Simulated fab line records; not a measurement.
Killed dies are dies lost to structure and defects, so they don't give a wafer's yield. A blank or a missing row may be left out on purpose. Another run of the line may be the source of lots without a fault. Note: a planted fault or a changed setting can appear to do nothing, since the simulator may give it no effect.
Matching of chambers ; flow n5_finfet ; rie_diel-02 running N5_BEOL_M11_STRIP_19: 4 sister chambers
The step strips in O2. 4 wafers are shown with their chamber, then 8 later ones without.

== WAFERS, EACH WITH ITS CHAMBER ==
wafer;chamber;showerhead_plenum_p_Torr (Torr)
L086.4;1;1.98
L088.2;2;2.05
L088.6;0;2.12
L092.1;3;2.06

== WAFERS WITH NO CHAMBER GIVEN ==
wafer;showerhead_plenum_p_Torr (Torr)
L092.2;2.12
L092.4;1.97
L095.2;1.97
L095.5;2.12
L095.6;2.06
L096.2;2.06
L096.5;2.05
L096.6;2.06

== WHICH CHAMBER EACH ONE RAN IN ==
wafer;from the rows above;in truth
L092.2;0;0
L092.4;1;1
L095.2;1;1
L095.5;0;0
L095.6;3;3
L096.2;3;3
L096.5;2;2
L096.6;3;3
8 of 8 placed correctly. Left unplaced by these rows: 0. Number placed wrongly: 0.
How it was worked out, from the rows above alone: a wafer's distance from a chamber is the root of the sum, over the readings, of the square of ((its reading less the chamber's mean) divided by the reading's scatter). If the next closest chamber is less than 2 further off than the closest, the wafer can't be placed; otherwise it belongs to the closest. The mean given for a chamber averages the wafers shown for that chamber. The scatter: root of mean squared gap, hidden wafer to nearest shown wafer, with one shown wafer a chamber.
